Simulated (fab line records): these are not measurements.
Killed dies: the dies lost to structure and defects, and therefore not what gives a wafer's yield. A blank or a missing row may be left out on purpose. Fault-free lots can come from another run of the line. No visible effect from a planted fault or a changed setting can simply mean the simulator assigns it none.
fab line records	flow n5_finfet
record lots=7	wafers=21
route steps=1938 shown HKMG_FIN@450 GATE_CUT@484 MOL_CONTACT_COAG@595 BEOL_M0_SAQP@692 BEOL_M0@721 BEOL_M2@846
start_h: hours from the record's opening day to when the first of the lot's shown wafers began	wait_h: how many hours have passed since the lot's step before this one	" the same as in the row above	L1.1+2: several wafers, shown together as one row	- no value present, or no start provided	* or withheld: withheld	< > ~ a bound
route shown NAME@n: NAME is a module with steps in the file, n the number in the route of the first one	usual: mean and standard deviation over wafers with no fault	same: alike in all rows	chamber/n: place in a boat	sites: each site's reading	_std_site: their standard deviation	_edge_site: the outer-site mean with the inner-site mean subtracted	radius_mm: how far each site lies from the wafer's centre	mask NAME#n: copy n	behind: the tool/chamber that last shaped the wafer	hold: the reason the lot was held/the length of the hold in hours/how it ended	device: which transistor (n, p or np) failed to switch	end of line: at the end of the route, the tests of the same wafers	a step given without rows: its recipe and nothing more	killed: at the first sort, the dies lost to defects and structure; wafer yield is something else	map: the dies of a wafer, with x for killed, . for not killed, _ for no die there
set.NAME: the run value of the setting; set.NAME@STEP: its run value at that earlier step	model.NAME: the simulator's own value behind a step, which no gauge read
lots with deliberately changed settings; one table per step, one row per wafer
## steps
# step N5_HKMG_FIN_COAT_66
# recipe resist=SOC	temp_c=250	time_s=60	spin_rpm=1500	resist_thk_nm=300
lot.wafer	tool	chamber	start_h	wait_h	set.spin_rpm	model.SOC_of_HKMG_FIN_COAT_66.thk_nm
L075.1	litho_track-02	0	85.90	0.2	1500	300.4
L075.3	"	0	"	"	1500	298.6
L075.6	"	0	"	"	1593	290.4
L076.4	litho_track-04	0	90.43	0.2	1557	295.2
L076.5	"	0	"	"	1500	300.6
L076.6	"	0	"	"	1500	300.8
L078.2+3+5	litho_track-05	0	110.65	0.2	1500	300
L082.1	litho_track-04	0	132.46	0.2	1500	299.8
L082.3	"	0	"	"	1500	300.4
L082.4	"	0	"	"	1500	301
L083.2	litho_track-02	0	135.62	0.2	1500	299.6
L083.4	"	0	"	"	1371	312.8
L083.6	"	0	"	"	1371	312.4
L087.3	litho_track-02	0	163.45	0.2	1616	290.6
L087.5	"	0	"	"	1500	300.8
L087.6	"	0	"	"	1616	289.4
L089.2	litho_track-02	0	171.83	0.2	1500	301
L089.3	"	0	"	"	1449	306
L089.6	"	0	"	"	1449	304.8
# step N5_GATE_CUT_EXPOSE_10
# recipe mask_id=GATE_CUT	na=0.33	source_shape=annular	sigma_inner=0.35	sigma_outer=0.8	polarization=unpolarized	target_cd_nm=20	dose_mj=43.25
lot.wafer	tool	chamber	start_h	wait_h	mask	set.dose_mj
L075.1	euv_scanner-02	0	91.53	-	GATE_CUT#0	41.05
L075.3+6	"	0	"	"	GATE_CUT#0	43.25
L076.4+6	euv_scanner-02	0	100.70	-	GATE_CUT#0	45.06
L076.5	"	0	"	"	GATE_CUT#0	43.25
L078.2+3+5	euv_scanner-01	0	116.26	-	GATE_CUT#0	43.25
L082.1+3+4	euv_scanner-02	0	138.32	-	GATE_CUT#0	43.25
L083.2+4+6	euv_scanner-01	0	141.41	-	GATE_CUT#0	43.25
L087.3	euv_scanner-01	0	169.14	-	GATE_CUT#0	40.77
L087.5+6	"	0	"	"	GATE_CUT#0	43.25
L089.2+3+6	euv_scanner-02	0	177.74	-	GATE_CUT#0	43.25
# step N5_GATE_CUT_PEB_11
# recipe peb_temp_c=100	peb_time_s=60	resist=CAR-EUV
# step N5_GATE_CUT_DEVELOP_12
# recipe develop_time_s=30	developer=TMAH	resist=CAR-EUV	rinse_liquid=surfactant_rinse	dry=air_spin	dev_temp_c=23
# step N5_GATE_CUT_CD_MEAS_13
# recipe target_cd_nm=20	landing_energy_ev=500	detector=se_inlens
# usual cd_nm=19.95/0.28
lot.wafer	tool	chamber	start_h	wait_h	set.dose_mj@GATE_CUT_EXPOSE_10	cd_nm
L075.1	cd_sem-03	0	91.66	-	41.05	18.69
L075.3	"	0	"	"	43.25	19.92
L075.6	"	0	"	"	43.25	19.51
L076.4	cd_sem-02	0	100.82	-	45.06	20.61
L076.5	"	0	"	"	43.25	19.63
L076.6	"	0	"	"	45.06	20.70
L078.2	cd_sem-02	0	116.39	-	43.25	19.79
L078.3	"	0	"	"	43.25	20.05
L078.5	"	0	"	"	43.25	20.45
L082.1	cd_sem-03	0	138.45	-	43.25	19.78
L082.3	"	0	"	"	43.25	20.33
L082.4	"	0	"	"	43.25	20.05
L083.2	cd_sem-02	0	141.54	-	43.25	19.85
L083.4	"	0	"	"	43.25	20.06
L083.6	"	0	"	"	43.25	19.93
L087.3	cd_sem-01	0	169.26	-	40.77	18.52
L087.5	"	0	"	"	43.25	19.76
L087.6	"	0	"	"	43.25	19.81
L089.2	cd_sem-01	0	177.87	-	43.25	20.02
L089.3	"	0	"	"	43.25	20.09
L089.6	"	0	"	"	43.25	19.92
# step N5_GATE_CUT_DESCUM_18
# recipe chemistry=O2	time_s=7	source_power_w=50	bias_power_w=20	pressure_mtorr=20	rf_frequency_hz=2.712e+07	temp_c=40	resist=CAR-EUV	o2_flow_sccm=225
lot.wafer	tool	chamber	start_h	wait_h	set.time_s	set.dose_mj@GATE_CUT_EXPOSE_10	model.GATE_CUT.cd_nm	model.CAR-EUV_of_GATE_CUT_COAT_07.thk_nm
L075.1	rie_diel-06	0	91.79	0.0	7.41	41.05	18.8	25.8
L075.3+6	"	2	"	"	7.41	43.25	20	25.8
L076.4	rie_diel-02	1	100.94	0.0	6.458	45.06	20.6	26.4
L076.5	"	3	"	"	6.458	43.25	20	26.4
L076.6	"	0	"	"	7	45.06	20.8	26
L078.2+3	rie_diel-04	2,1	116.51	0.0	7.56	43.25	20.2	25.8
L078.5	"	2	"	"	7.56	43.25	20	25.8
L082.1+3+4	rie_diel-04	2,0,1	138.57	0.0	7	43.25	20.2	26.2
L083.2	rie_diel-02	2	141.66	0.0	6.459	43.25	20	26.4
L083.4	"	3	"	"	7	43.25	20.4	26.2
L083.6	"	0	"	"	6.459	43.25	20.2	26.2
L087.3	rie_diel-02	3	169.48	0.1	7	40.77	18.8	26
L087.5	"	3	"	"	7	43.25	20	26
L087.6	"	2	"	"	5.581	43.25	19.8	26.8
L089.2+3+6	rie_diel-02	2,3,2	177.99	0.0	7	43.25	19.8	26.2
# step N5_GATE_CUT_ETCH_28
# recipe chemistry=N2/H2	target=underlayer	target_depth_a=130	mask_material=CAR-EUV	time_s=10.4	ion_energy_ev=200	pressure_mtorr=30	source_w=840	bias_w=150	n2_flow_sccm=200	h2_flow_sccm=200	ends=cleared
lot.wafer	tool	chamber	start_h	wait_h	set.dose_mj@GATE_CUT_EXPOSE_10	model.GATE_CUT.cd_nm
L075.1	rie_diel-06	0	91.82	0.0	41.05	18.6
L075.3+6	"	2	"	"	43.25	20
L076.4	rie_diel-02	1	100.97	0.0	45.06	20.4
L076.5	"	3	"	"	43.25	20.2
L076.6	"	0	"	"	45.06	20.8
L078.2+5	rie_diel-04	2	116.54	0.0	43.25	20
L078.3	"	1	"	"	43.25	20.2
L082.1	rie_diel-04	2	138.61	0.0	43.25	20
L082.3+4	"	0,1	"	"	43.25	20.2
L083.2	rie_diel-02	2	141.70	0.0	43.25	20
L083.4	"	3	"	"	43.25	20.4
L083.6	"	0	"	"	43.25	20.2
L087.3	rie_diel-02	3	169.51	0.0	40.77	18.8
L087.5+6	"	3,2	"	"	43.25	19.8
L089.2+3	rie_diel-02	2,3	178.02	0.0	43.25	19.8
L089.6	"	2	"	"	43.25	20
# step N5_MOL_CONTACT_COAG_COAT_64
# recipe resist=underlayer	temp_c=205	time_s=60	spin_rpm=1500	resist_thk_nm=10
lot.wafer	tool	chamber	start_h	wait_h	set.spin_rpm	model.underlayer_of_MOL_CONTACT_COAG_COAT_64.thk_nm
L075.1+6	litho_track-04	0	-	-	1619	9.6
L075.3	"	0	"	"	1500	10
L076.4+6	litho_track-04	0	-	-	1500	10
L076.5	"	0	"	"	1651	9.6
L078.2+3+5	litho_track-03	0	-	-	1500	10
L082.1+3+4	litho_track-04	0	-	-	1500	10
L083.2+4	litho_track-05	0	-	-	1393	10.4
L083.6	"	0	"	"	1500	10
L087.3+5+6	litho_track-05	0	-	-	1500	10
L089.2+3+6	litho_track-03	0	-	-	1500	10
# step N5_MOL_CONTACT_COAG_EXPOSE_37
# recipe mask_id=VD	na=0.33	source_shape=annular	sigma_inner=0.3	sigma_outer=0.7	polarization=unpolarized	defocus_nm=0	dose_mj=62
lot.wafer	tool	chamber	start_h	wait_h	mask	set.dose_mj
L075.1+6	euv_scanner-02	0	111.99	-	VD#0	65.88
L075.3	"	0	"	"	VD#0	62
L076.4	euv_scanner-02	0	117.62	-	VD#0	64.56
L076.5+6	"	0	"	"	VD#0	62
L078.2+3+5	euv_scanner-02	0	131.89	-	VD#0	62
L082.1+3+4	euv_scanner-02	0	155.05	-	VD#0	62
L083.2+6	euv_scanner-01	0	156.83	-	VD#0	59.53
L083.4	"	0	"	"	VD#0	62
L087.3+5+6	euv_scanner-02	0	185.43	-	VD#0	62
L089.2+3	euv_scanner-02	0	194.26	-	VD#0	65.11
L089.6	"	0	"	"	VD#0	62
# step N5_MOL_CONTACT_COAG_PEB_38
# recipe peb_temp_c=100	peb_time_s=60	resist=CAR-EUV
# step N5_MOL_CONTACT_COAG_DEVELOP_39
# recipe develop_time_s=30	developer=TMAH	resist=CAR-EUV	rinse_liquid=surfactant_rinse	dry=air_spin	dev_temp_c=23
# step N5_MOL_CONTACT_COAG_CD_MEAS_40
# recipe target_cd_nm=25.1	landing_energy_ev=500	detector=se_inlens	polarity=opening
# usual cd_nm=24.94/0.26
lot.wafer	tool	chamber	start_h	wait_h	set.dose_mj@MOL_CONTACT_COAG_EXPOSE_37	cd_nm
L075.1	cd_sem-01	0	112.13	-	65.88	26.22
L075.3	"	0	"	"	62	25.14
L075.6	"	0	"	"	65.88	26.03
L076.4	cd_sem-03	0	117.74	-	64.56	26.04
L076.5	"	0	"	"	62	25.23
L076.6	"	0	"	"	62	25.23
L078.2	cd_sem-01	0	132.02	-	62	24.28
L078.3	"	0	"	"	62	24.77
L078.5	"	0	"	"	62	24.66
L082.1	cd_sem-01	0	155.20	-	62	24.90
L082.3	"	0	"	"	62	24.85
L082.4	"	0	"	"	62	25.45
L083.2	cd_sem-02	0	156.97	-	59.53	24.34
L083.4	"	0	"	"	62	25.30
L083.6	"	0	"	"	59.53	24.30
L087.3	cd_sem-02	0	185.55	-	62	24.87
L087.5	"	0	"	"	62	25.05
L087.6	"	0	"	"	62	25.08
L089.2	cd_sem-03	0	194.39	-	65.11	25.64
L089.3	"	0	"	"	65.11	26.01
L089.6	"	0	"	"	62	24.90
# step N5_MOL_CONTACT_COAG_DESCUM_45
# recipe chemistry=O2	time_s=7	source_power_w=50	bias_power_w=20	pressure_mtorr=20	rf_frequency_hz=2.712e+07	temp_c=40	resist=CAR-EUV	o2_flow_sccm=225
# step N5_MOL_CONTACT_COAG_ETCH_65
# recipe chemistry=N2/H2	target=underlayer	target_depth_a=130	mask_material=CAR-EUV	time_s=10.4	ion_energy_ev=200	pressure_mtorr=30	source_w=840	bias_w=150	n2_flow_sccm=200	h2_flow_sccm=200	ends=cleared
lot.wafer	tool	chamber	start_h	wait_h	set.spin_rpm@MOL_CONTACT_COAG_COAT_64	model.CAR-EUV_of_MOL_CONTACT_COAG_COAT_34.thk_nm	model.etch.depth_nm
L075.1	rie_diel-03	1	112.29	0.0	1619	25.2	9.594
L075.3	"	3	"	"	1500	24.8	9.974
L075.6	"	3	"	"	1619	25.2	9.599
L076.4	rie_diel-05	2	117.91	0.0	1500	25	9.972
L076.5	"	1	"	"	1651	25.4	9.509
L076.6	"	0	"	"	1500	25	9.932
L078.2	rie_diel-05	3	132.18	0.0	1500	24.6	9.974
L078.3	"	0	"	"	1500	24.6	9.93
L078.5	"	1	"	"	1500	24.6	9.959
L082.1	rie_diel-01	2	156.54	0.0	1500	24.8	9.987
L082.3	"	0	"	"	1500	24.6	9.975
L082.4	"	0	"	"	1500	24.6	9.955
L083.2	rie_diel-03	3	157.34	0.0	1393	24.2	10.4
L083.4	"	0	"	"	1393	24.2	10.39
L083.6	"	1	"	"	1500	24.6	10.03
L087.3	rie_diel-03	3	185.71	0.0	1500	24.6	10.03
L087.5	"	2	"	"	1500	24.6	10.02
L087.6	"	1	"	"	1500	24.6	10.01
L089.2	rie_diel-01	1	195.00	0.0	1500	24.8	9.955
L089.3	"	0	"	"	1500	24.6	10
L089.6	"	3	"	"	1500	24.6	9.984
# step N5_MOL_CONTACT_COAG_ETCH_66
# recipe chemistry=CF4	target=SiARC	target_depth_a=130	mask_material=CAR-EUV	time_s=21.7	ion_energy_ev=80	pressure_mtorr=40	source_w=545	bias_w=36	Ar_flow_sccm=100	cf4_flow_sccm=100	ends=cleared
lot.wafer	tool	chamber	start_h	wait_h	set.spin_rpm@MOL_CONTACT_COAG_COAT_64	model.CAR-EUV_of_MOL_CONTACT_COAG_COAT_34.thk_nm
L075.1+6	rie_diel-03	1,3	112.31	0.0	1619	17.4
L075.3	"	3	"	"	1500	17
L076.4+6	rie_diel-05	2,0	117.94	0.0	1500	17.2
L076.5	"	1	"	"	1651	17.8
L078.2+3+5	rie_diel-05	3,0,1	132.20	0.0	1500	17
L082.1	rie_diel-01	2	156.56	0.0	1500	17.2
L082.3+4	"	0	"	"	1500	17
L083.2	rie_diel-03	3	157.36	0.0	1393	16.4
L083.4	"	0	"	"	1393	16.6
L083.6	"	1	"	"	1500	17
L087.3	rie_diel-03	3	185.73	0.0	1500	16.8
L087.5+6	"	2,1	"	"	1500	17
L089.2	rie_diel-01	1	195.02	0.0	1500	17
L089.3+6	"	0,3	"	"	1500	16.8
# step N5_MOL_CONTACT_COAG_ALD_133
# recipe material=SiO2	target_thk_a=50	temp_c=100	ald_precursor_family=BDEAS	ald_co_reactant=O2-plasma	pulse_time_s=1	co_reactant_pulse_time_s=1	purge_time_s=2	co_reactant_purge_time_s=2	ald_cycles=35	pressure_torr=2
# step N5_MOL_CONTACT_COAG_ETCHBACK_134
# recipe chemistry=CHF3	target=SiO2	target_depth_a=100	time_s=6.7	ion_energy_ev=200	pressure_mtorr=30	source_w=610	bias_w=170	Ar_flow_sccm=200	CHF3_flow_sccm=50
lot.wafer	tool	chamber	start_h	wait_h	set.spin_rpm@MOL_CONTACT_COAG_COAT_64	model.CAR-EUV_of_MOL_CONTACT_COAG_COAT_34.thk_nm
L075.1+6	rie_diel-05	0,2	112.57	0.1	1619	16
L075.3	"	2	"	"	1500	15.6
L076.4+6	rie_diel-01	1	118.85	0.1	1500	15.8
L076.5	"	0	"	"	1651	16.2
L078.2+3	rie_diel-05	2,3	132.46	0.1	1500	15.4
L078.5	"	0	"	"	1500	15.6
L082.1+4	rie_diel-03	0,1	156.85	0.1	1500	15.6
L082.3	"	3	"	"	1500	15.4
L083.2+4	rie_diel-01	2	158.22	0.7	1393	15
L083.6	"	1	"	"	1500	15.6
L087.3+6	rie_diel-01	2	186.32	0.1	1500	15.4
L087.5	"	3	"	"	1500	15.6
L089.2	rie_diel-03	3	195.56	0.4	1500	15.6
L089.3+6	"	0,3	"	"	1500	15.4
# step N5_BEOL_M0_SAQP_DESCUM_45
# recipe chemistry=O2	time_s=7	source_power_w=50	bias_power_w=20	pressure_mtorr=20	rf_frequency_hz=2.712e+07	temp_c=40	resist=CAR-EUV	o2_flow_sccm=225
lot.wafer	tool	chamber	start_h	wait_h	set.time_s	model.CAR-EUV_of_BEOL_M0_SAQP_COAT_34.thk_nm
L075.1+3	rie_diel-04	2,3	124.55	0.1	7	26
L075.6	"	0	"	"	7.728	25.6
L076.4+6	rie_diel-02	1,2	130.53	0.0	8.429	25.6
L076.5	"	3	"	"	7	26.2
L078.2	rie_diel-06	3	142.59	0.1	7	26
L078.3	"	2	"	"	6.377	26.4
L078.5	"	3	"	"	6.377	26.2
L082.1+3+4	rie_diel-02	2,0,3	168.33	0.0	7	26.2
L083.2+6	rie_diel-02	1,0	172.50	0.4	7	26
L083.4	"	3	"	"	7	26.2
L087.3+6	rie_diel-06	0	198.37	0.2	7	26
L087.5	"	2	"	"	7.434	25.8
L089.2	rie_diel-02	2	210.00	0.4	7	26
L089.3	"	0	"	"	7	25.8
L089.6	"	1	"	"	8.264	25.2
# step N5_BEOL_M0_TRENCH_ETCH_107
# recipe chemistry=C4F6/O2	target_depth_a=328	target=SiOC	time_s=16.4	ion_energy_ev=250	pressure_mtorr=30	source_w=355	bias_w=185	Ar_flow_sccm=300	C4F6_flow_sccm=10	O2_flow_sccm=10
lot.wafer	tool	chamber	start_h	wait_h	set.target_depth_a	model.BEOL_M0.feature_depth_nm
L075.1	rie_diel-03	3	129.11	0.0	328	34.4
L075.3	"	2	"	"	328	33
L075.6	"	2	"	"	328	33.4
L076.4	rie_diel-05	1	132.98	0.0	357.3	36.6
L076.5	"	1	"	"	328	33.8
L076.6	"	2	"	"	328	34
L078.2	rie_diel-03	1	148.91	0.0	351.3	36.6
L078.3	"	0	"	"	351.3	36
L078.5	"	3	"	"	328	34.4
L082.1+3	rie_diel-05	2,1	170.98	0.0	328	34
L082.4	"	0	"	"	328	33.2
L083.2	rie_diel-01	0	179.35	0.0	328	33.4
L083.4	"	1	"	"	354	34.8
L083.6	"	2	"	"	328	34
L087.3	rie_diel-01	2	201.73	0.0	328	34
L087.5	"	3	"	"	296.2	29.6
L087.6	"	2	"	"	296.2	30.6
L089.2+6	rie_diel-03	1	213.05	0.0	328	33.4
L089.3	"	3	"	"	312.3	32.6
# step N5_BEOL_M0_STRIP_142
# recipe chemistry=N2/H2	time_s=10	power_w=450	temp_c=40	pressure_mtorr=20	rf_frequency_hz=6e+07	bias_power_w=7	n2_flow_sccm=200	h2_flow_sccm=200
# step N5_BEOL_M0_OCD_MEAS_108
# usual trench_depth_nm=33.5/0.73
lot.wafer	tool	chamber	start_h	wait_h	set.target_depth_a@BEOL_M0_TRENCH_ETCH_107	trench_depth_nm
L075.1	ocd-02	-	129.22	0.1	328	34.2
L075.3	"	-	"	"	328	32.9
L075.6	"	-	"	"	328	32.9
L076.4	ocd-01	-	133.08	0.1	357.3	37.2
L076.5	"	-	"	"	328	33.8
L076.6	"	-	"	"	328	34.3
L078.2	ocd-01	-	149.01	0.1	351.3	36.9
L078.3	"	-	"	"	351.3	36.1
L078.5	"	-	"	"	328	33.9
L082.1	ocd-01	-	171.09	0.1	328	34.0
L082.3	"	-	"	"	328	33.8
L082.4	"	-	"	"	328	33.1
L083.2	ocd-01	-	179.46	0.1	328	33.1
L083.4	"	-	"	"	354	35.0
L083.6	"	-	"	"	328	34.0
L087.3	ocd-01	-	201.83	0.1	328	34.3
L087.5	"	-	"	"	296.2	29.8
L087.6	"	-	"	"	296.2	29.7
L089.2	ocd-02	-	213.16	0.1	328	33.6
L089.3	"	-	"	"	312.3	32.7
L089.6	"	-	"	"	328	33.3
# step N5_BEOL_M2_COAT_62
# recipe resist=SiARC	temp_c=220	time_s=60	spin_rpm=1500	resist_thk_nm=12
lot.wafer	tool	chamber	start_h	wait_h	set.spin_rpm	model.SiARC_of_BEOL_M2_COAT_62.thk_nm
L075.1+3+6	litho_track-03	0	-	-	1500	12
L076.4+6	litho_track-01	0	-	-	1359	12.6
L076.5	"	0	"	"	1500	12
L078.2+5	litho_track-01	0	-	-	1500	12
L078.3	"	0	"	"	1550	11.8
L082.1+3+4	litho_track-02	0	-	-	1500	12
L083.2	litho_track-02	0	-	-	1500	12
L083.4	"	0	"	"	1344	12.6
L083.6	"	0	"	"	1344	12.8
L087.3+5	litho_track-02	0	-	-	1500	12
L087.6	"	0	"	"	1336	12.6
L089.2	litho_track-02	0	-	-	1618	11.6
L089.3+6	"	0	"	"	1500	12
# step N5_BEOL_M2_COAT_73
# recipe resist=underlayer	temp_c=205	time_s=60	spin_rpm=1500	resist_thk_nm=5
lot.wafer	tool	chamber	start_h	wait_h	set.temp_c
L075.1+6	litho_track-03	0	-	-	197.8
L075.3	"	0	"	"	205
L076.4+5	litho_track-01	0	-	-	197.7
L076.6	"	0	"	"	205
L078.2	litho_track-01	0	-	-	201.4
L078.3+5	"	0	"	"	205
L082.1+3+4	litho_track-02	0	-	-	205
L083.2+4+6	litho_track-02	0	-	-	205
L087.3+5+6	litho_track-02	0	-	-	205
L089.2+3+6	litho_track-02	0	-	-	205
# step N5_BEOL_M2_COAT_05
# recipe resist=CAR-EUV	spin_rpm=1500	resist_thk_nm=30
# step N5_BEOL_M2_EBR_07
# recipe solvent=PGMEA	ebr_width_mm=1.5
# step N5_BEOL_M2_DESCUM_16
# recipe chemistry=O2	time_s=7	source_power_w=50	bias_power_w=20	pressure_mtorr=20	rf_frequency_hz=2.712e+07	temp_c=40	resist=CAR-EUV	o2_flow_sccm=225
# step N5_BEOL_M2_ETCH_74
# recipe chemistry=N2/H2	target=underlayer	target_depth_a=65	mask_material=CAR-EUV	time_s=5.2	ion_energy_ev=200	pressure_mtorr=30	source_w=840	bias_w=150	n2_flow_sccm=200	h2_flow_sccm=200	ends=cleared
# step N5_BEOL_M2_ETCH_63
# recipe chemistry=CF4	target=SiARC	target_depth_a=156	mask_material=CAR-EUV	time_s=26	ion_energy_ev=80	pressure_mtorr=40	source_w=545	bias_w=36	Ar_flow_sccm=100	cf4_flow_sccm=100	ends=cleared
lot.wafer	tool	chamber	start_h	wait_h	set.spin_rpm@BEOL_M2_COAT_62	model.etch.depth_nm
L075.1	rie_diel-01	0	142.31	0.0	1500	12.04
L075.3	"	3	"	"	1500	12.01
L075.6	"	0	"	"	1500	12.02
L076.4	rie_diel-01	0	146.65	0.0	1359	12.63
L076.5	"	1	"	"	1500	12.01
L076.6	"	3	"	"	1359	12.62
L078.2+5	rie_diel-05	1	162.61	0.0	1500	12.03
L078.3	"	2	"	"	1550	11.83
L082.1	rie_diel-03	2	189.35	0.0	1500	12.02
L082.3	"	3	"	"	1500	12.03
L082.4	"	0	"	"	1500	11.99
L083.2	rie_diel-01	0	195.78	0.0	1500	12.05
L083.4	"	1	"	"	1344	12.66
L083.6	"	1	"	"	1344	12.71
L087.3+5	rie_diel-03	1,0	222.65	0.0	1500	11.95
L087.6	"	3	"	"	1336	12.67
L089.2	rie_diel-05	0	230.13	0.0	1618	11.58
L089.3	"	2	"	"	1500	12.03
L089.6	"	3	"	"	1500	12.02
## key
split step=N5_HKMG_FIN_COAT_66	setting=spin_rpm	stated=1500	by=wafer
response step=N5_HKMG_FIN_COAT_66	reading=model.SOC_of_HKMG_FIN_COAT_66.thk_nm	change=-1.45	per=1%	r=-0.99
split step=N5_GATE_CUT_EXPOSE_10	setting=dose_mj	stated=43.25	by=wafer
response step=N5_GATE_CUT_CD_MEAS_13	reading=cd_nm	change=+0.219	per=1%	r=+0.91
response step=N5_GATE_CUT_DESCUM_18	reading=model.GATE_CUT.cd_nm	change=+0.201	per=1%	r=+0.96
response step=N5_GATE_CUT_ETCH_28	reading=model.GATE_CUT.cd_nm	change=+0.191	per=1%	r=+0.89
split step=N5_GATE_CUT_DESCUM_18	setting=time_s	stated=7	by=wafer
response step=N5_GATE_CUT_DESCUM_18	reading=model.CAR-EUV_of_GATE_CUT_COAT_07.thk_nm	change=-0.0379	per=1%	r=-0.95
split step=N5_MOL_CONTACT_COAG_COAT_64	setting=spin_rpm	stated=1500	by=wafer
response step=N5_MOL_CONTACT_COAG_COAT_64	reading=model.underlayer_of_MOL_CONTACT_COAG_COAT_64.thk_nm	change=-0.0467	per=1%	r=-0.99
response step=N5_MOL_CONTACT_COAG_ETCH_65	reading=model.CAR-EUV_of_MOL_CONTACT_COAG_COAT_34.thk_nm	change=+0.0467	per=1%	r=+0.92
response step=N5_MOL_CONTACT_COAG_ETCH_65	reading=model.etch.depth_nm	change=-0.0466	per=1%	r=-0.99
response step=N5_MOL_CONTACT_COAG_ETCH_66	reading=model.CAR-EUV_of_MOL_CONTACT_COAG_COAT_34.thk_nm	change=+0.0594	per=1%	r=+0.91
response step=N5_MOL_CONTACT_COAG_ETCHBACK_134	reading=model.CAR-EUV_of_MOL_CONTACT_COAG_COAT_34.thk_nm	change=+0.0534	per=1%	r=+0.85
split step=N5_MOL_CONTACT_COAG_EXPOSE_37	setting=dose_mj	stated=62	by=wafer
response step=N5_MOL_CONTACT_COAG_CD_MEAS_40	reading=cd_nm	change=+0.186	per=1%	r=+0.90
split step=N5_BEOL_M0_SAQP_DESCUM_45	setting=time_s	stated=7	by=wafer
response step=N5_BEOL_M0_SAQP_DESCUM_45	reading=model.CAR-EUV_of_BEOL_M0_SAQP_COAT_34.thk_nm	change=-0.034	per=1%	r=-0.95
split step=N5_BEOL_M0_TRENCH_ETCH_107	setting=target_depth_a	stated=328	by=wafer
response step=N5_BEOL_M0_TRENCH_ETCH_107	reading=model.BEOL_M0.feature_depth_nm	change=+0.284	per=1%	r=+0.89
response step=N5_BEOL_M0_OCD_MEAS_108	reading=trench_depth_nm	change=+0.342	per=1%	r=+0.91
split step=N5_BEOL_M2_COAT_62	setting=spin_rpm	stated=1500	by=wafer
response step=N5_BEOL_M2_COAT_62	reading=model.SiARC_of_BEOL_M2_COAT_62.thk_nm	change=-0.0599	per=1%	r=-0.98
response step=N5_BEOL_M2_ETCH_63	reading=model.etch.depth_nm	change=-0.0628	per=1%	r=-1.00
split step=N5_BEOL_M2_COAT_73	setting=temp_c	stated=205	by=wafer
response none clear
